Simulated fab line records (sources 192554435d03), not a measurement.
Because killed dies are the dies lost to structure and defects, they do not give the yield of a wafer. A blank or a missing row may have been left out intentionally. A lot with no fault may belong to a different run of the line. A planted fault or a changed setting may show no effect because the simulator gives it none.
Chamber matching ; flow n5_finfet ; rie_diel-04 running N5_FIN_CUT_STRIP_22: 4 sister chambers
The step strips in N2/H2. 4 wafers are shown with their chamber, then 10 later ones without.

## WAFERS PAIRED WITH THEIR CHAMBERS
wafer;chamber;showerhead_plenum_p_Torr (Torr)
L078.6;3;3.49
L086.1;1;3.50
L088.5;0;3.18
L090.5;2;3.36

## WAFERS MISSING THEIR CHAMBER
wafer;showerhead_plenum_p_Torr (Torr)
L090.6;3.49
L091.1;3.49
L091.3;3.36
L091.6;3.36
L093.3;3.48
L093.5;3.18
L093.6;3.48
L097.1;3.35
L097.2;3.49
L097.6;3.35

## CHAMBER TAKEN BY EACH
wafer;from the rows above;in truth
L090.6;can't be placed: 3 or 1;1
L091.1;can't be placed: 3 or 1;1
L091.3;2;2
L091.6;2;2
L093.3;can't be placed: 3 or 1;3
L093.5;0;0
L093.6;can't be placed: 3 or 1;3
L097.1;2;2
L097.2;can't be placed: 3 or 1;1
L097.6;2;2
Correct placement for 5 of the 10. From these rows, 5 cannot be placed; in 5 the true chamber is one of the candidates. Number placed wrongly: 0.
How it was worked out, from the rows above alone: a wafer's distance from a chamber is the root of the sum, over the readings, of the square of ((its reading less the chamber's mean) divided by the reading's scatter). If the next closest chamber is less than 2 further off than the closest, the wafer can't be placed; otherwise it belongs to the closest. The mean given for a chamber averages the wafers shown for that chamber. The scatter (one wafer shown for each chamber): square how far every hidden wafer sits from the nearest shown wafer, average those squares and take the square root.
